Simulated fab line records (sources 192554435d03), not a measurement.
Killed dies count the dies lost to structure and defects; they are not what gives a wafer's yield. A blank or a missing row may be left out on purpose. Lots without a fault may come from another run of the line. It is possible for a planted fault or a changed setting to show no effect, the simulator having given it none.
Chamber matching -- flow n5-finfet -- 4 sister chambers for N5_FIN_SAQP_ETCH_57 on rie-diel-01
The step etches SiNx in CH3F/O2, target depth 32.5 nm, time 46.4 s. 4 wafers are shown with their chamber, then 7 later ones without.

## WAFERS PAIRED WITH THEIR CHAMBERS
wafer,chamber,drypump-motor-current-A (A)
L078.4,3,6.2
L079.5,1,6.1
L089.1,2,5.6
L089.4,0,6.0

## WAFERS WITH NO CHAMBER GIVEN
wafer,drypump-motor-current-A (A)
L089.6,5.9
L091.3,6.0
L091.4,6.2
L091.6,5.6
L095.2,5.6
L095.3,6.1
L095.6,5.9

## CHAMBER TAKEN BY EACH
wafer,from the rows above,in truth
L089.6,can't be placed: 0 or 1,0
L091.3,can't be placed: 0 or 1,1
L091.4,can't be placed: 3 or 1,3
L091.6,2,2
L095.2,2,2
L095.3,can't be placed: 1 or 0 or 3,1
L095.6,can't be placed: 0 or 1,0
2 of 7 placed correctly. Not placeable from these rows: 5 (in 5, the candidates include the true chamber). 0 placed wrongly.
How it was worked out, from the rows above alone: a wafer's distance from a chamber is the root of the sum, over the readings, of the square of ((its reading less the chamber's mean) divided by the reading's scatter). If the next closest chamber is less than 2 further off than the closest, the wafer can't be placed; otherwise it belongs to the closest. A chamber's mean is the mean of its shown wafers. The scatter: root of mean squared gap, hidden wafer to nearest shown wafer, with one shown wafer a chamber.
